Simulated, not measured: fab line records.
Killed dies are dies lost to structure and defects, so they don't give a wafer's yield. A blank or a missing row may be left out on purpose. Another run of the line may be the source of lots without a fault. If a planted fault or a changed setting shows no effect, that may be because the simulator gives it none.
A lot that was struck, set against a sound lot || flow n5 finfet || 23 out of 1938 route steps
Sound: the wafers L931.3, L931.4, L931.5. The struck wafers were L944.1, L944.3, L944.4. The cause comes at the end.
At each step with rows: each side's tool, then ch and its chambers, then its first start. Under that, the readings that differ: sound wafers || struck wafers || difference of the means || sigmas: that difference in standard deviations of wafers without a fault.
alike: readings with means less than 2 such deviations apart, plus words and numbers identical on both sides. not compared: withheld readings, readings lacking a value on some wafer, bounds such as >300 that could conceal the same value, and numbers that have no deviation in the record and whose values overlap.
A row with sigmas, a row that says differs or no value, or rows on one side alone: a step with any of these is where the two part. When numbers do not overlap yet have no deviation, they are printed without sigmas and do not part them. A reading that every wafer of one side lacks parts them only if that side has two wafers or more.

first, 9 steps without rows for these wafers: N5_GATE_CUT_DESCUM_18 (chemistry O2, time 7 s); N5_GATE_CUT_ETCH_28 (etches underlayer in N2/H2, target depth 13 nm, time 10.4 s); N5_GATE_CUT_ETCH_36 (etches SiARC in CF4, target depth 13 nm, time 21.7 s); N5_GATE_CUT_ETCH_37 (etches SOC in N2/H2, target depth 60 nm, overetch 12 nm, time 90 s); N5_GATE_CUT_STRIP_38 (strips in N2/H2); N5_GATE_CUT_STRIP_39 (strips in N2/H2); N5_GATE_CUT_HM_OPEN_40 (chemistry C4F6/O2, target SiO2, target depth 139 nm, time 85.1 s); N5_GATE_CUT_STRIP_41 (strips in CF4); N5_GATE_CUT_STRIP_42 (strips in O2).
N5_GATE_CUT_ETCH_19: etches SiNx in CH3F/O2, target depth 53.7 nm, time 76.7 s.
  sound on rie diel-01 ch 2,3, day 6 14:04; struck on rie diel-03 ch 0,2,3, day 9 17:10
  no value came back on the struck wafers for any of 8 readings (CH3F_flow_sccm (sccm), O2_flow_sccm (sccm) and others); on the sound wafers CH3F_flow_sccm (sccm) reads 30.01 30.05 29.92
{"reading": "model.SiO2_of_GATE_CUT_HM_DEP_46.thk nm (nm)", "sound": "128.2 126.6 128.2", "struck": "128.6 129.6 129.8", "difference": "+1.7", "sigmas": ""}
  not compared: rf hours counter h
N5_GATE_CUT_CUT_ETCH_53: etches W in SF6/Cl2, target depth 79.2 nm.
  sound on rie metal-03 ch 0,1, day 6 14:11; struck on rie metal-02 ch 1, day 9 17:16
{"reading": "drypump motor current A (A)", "sound": "6.3 5.3 6.3", "struck": "5.1 5.1 5.1", "difference": -0.9, "sigmas": -2}
{"reading": "etch rf on time s (s)", "sound": "25.8 26.3 26.1", "struck": "34.3 34.3 34.3", "difference": "+8.2", "sigmas": "+23"}
{"reading": "oes product au (a.u.)", "sound": "0.76 0.84 0.75", "struck": "0.29 0.29 0.28", "difference": -0.50, "sigmas": -6}
{"reading": "throttle valve pct (%)", "sound": "28.90 28.77 28.90", "struck": "27.99 27.99 28.00", "difference": -0.86, "sigmas": -3}
  alike: SF6_flow_sccm, bias w
  not compared: rf hours counter h
N5_GATE_CUT_CUT_ETCH_54: etches TiN in Cl2/BCl3, target depth 96.7 nm.
  sound on rie metal-03 ch 0,1, day 6 14:15; struck on rie metal-02 ch 1, day 9 17:23
{"reading": "drypump motor current A (A)", "sound": "6.3 5.3 6.3", "struck": "5.1 5.1 5.1", "difference": -0.9, "sigmas": -2}
{"reading": "etch rf on time s (s)", "sound": "36.1 37.1 35.9", "struck": "47.9 47.9 47.9", "difference": "+11.5", "sigmas": "+21"}
{"reading": "oes product au (a.u.)", "sound": "0.76 0.83 0.76", "struck": "0.28 0.28 0.28", "difference": -0.50, "sigmas": -6}
{"reading": "throttle valve pct (%)", "sound": "22.23 22.17 22.23", "struck": "23.22 23.21 23.22", "difference": "+1.01", "sigmas": "+4"}
  alike: bcl3 flow sccm, bias w
  not compared: rf hours counter h
then, 8 steps without rows for these wafers: N5_GATE_CUT_ETCH_47 (etches SiO2 in Cl2/BCl3, target depth 10 nm); N5_GATE_CUT_VAPOR_ETCH_48 (etches TiN in BCl3/Cl2); N5_GATE_CUT_VAPOR_ETCH_49 (etches TiAlC in BCl3/Cl2); N5_GATE_CUT_VAPOR_ETCH_51 (etches HfO2 in BCl3/Cl2); N5_GATE_CUT_STRIP_21 (strips in N2/H2, time 30 s); N5_GATE_CUT_STRIP_29 (strips in post etch residue remover, time 60 s); N5_GATE_CUT_SRD_52 (time 30 s); N5_GATE_CUT_ALD_22 (deposits SiNx, target thk 16 nm, pulse time 1 s, ald cycles 320).
N5_GATE_CUT_CMP_23: polishes, stops on SiO2, t overpolish 23.4 s, target thk 16 nm.
  sound on cmp-03 ch 0,1,3, day 6 16:08; struck on cmp-04 ch 0,1,3, day 9 20:20
{"reading": "platen rpm (rpm)", "sound": "51.86 51.87 51.80", "struck": "51.80 51.76 51.74", "difference": -0.08, "sigmas": -2}
{"reading": "model.SiO2_of_GATE_CUT_HM_DEP_46.thk nm (nm)", "sound": "106.8 105.4 106.8", "struck": "107.2 108.2 108.6", "difference": "+1.7", "sigmas": ""}
  alike: motor current A
N5_BEOL_M4_RC_MEAS_101:
  the record has rows for the sound wafers here (prober-01 ch 0, day 10 22:42) and none for the struck ones
N5_PASSIVATION_PROBE_49:
  rows exist in the record for the sound wafers here (prober-02, day 15 10:17), none for the struck ones

== WHERE THEY PART ==
Earliest at N5_GATE_CUT_ETCH_19; latest, in this record, at N5_PASSIVATION_PROBE_49.

WHY: the cause the simulator had injected
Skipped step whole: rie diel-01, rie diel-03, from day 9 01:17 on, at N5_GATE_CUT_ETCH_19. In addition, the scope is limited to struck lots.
